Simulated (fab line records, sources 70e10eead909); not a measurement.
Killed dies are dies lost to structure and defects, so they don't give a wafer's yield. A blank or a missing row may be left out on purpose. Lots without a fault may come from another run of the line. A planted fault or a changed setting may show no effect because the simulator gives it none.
Chamber matching | flow nand_harc | NHARC_A_CONTACT_DESCUM_13 on rie_diel-10: 4 sister chambers
The step chemistry O2, time 3 s. 4 wafers are shown with their chamber, then 10 later ones without.

WAFERS WITH THEIR CHAMBER
wafer  | chamber | showerhead_plenum_p_Torr (Torr)
L798.2 | 2       | 1.77
L797.3 | 3       | 1.82
L802.3 | 1       | 1.96
L802.4 | 0       | 1.80

WAFERS WITHOUT THEIR CHAMBER
wafer  | showerhead_plenum_p_Torr (Torr)
L802.5 | 1.80
L807.4 | 1.96
L807.5 | 1.80
L807.6 | 1.76
L809.1 | 1.81
L809.4 | 1.80
L809.6 | 1.81
L811.2 | 1.81
L811.3 | 1.80
L811.5 | 1.96

WHICH CHAMBER EACH WENT THROUGH
wafer  | from the rows above     | in truth
L802.5 | 0                       | 0
L807.4 | 1                       | 1
L807.5 | 0                       | 0
L807.6 | 2                       | 2
L809.1 | can't be placed: 0 or 3 | 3
L809.4 | 0                       | 0
L809.6 | can't be placed: 0 or 3 | 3
L811.2 | can't be placed: 0 or 3 | 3
L811.3 | 0                       | 0
L811.5 | 1                       | 1
Placed correctly: 7 of 10. Can't be placed from these rows: 3 (the true chamber is among the candidates in 3). Placed wrongly: 0.
How it was worked out, from the rows above alone: a wafer's distance from a chamber is the root of the sum, over the readings, of the square of ((its reading less the chamber's mean) divided by the reading's scatter). The wafer belongs to the nearest chamber; if the next one is less than 2 further off, it can't be placed. A chamber's mean is the mean of its shown wafers. The scatter: with one shown wafer a chamber, the root of the mean of the squares of how far each hidden wafer lies from its nearest shown one.
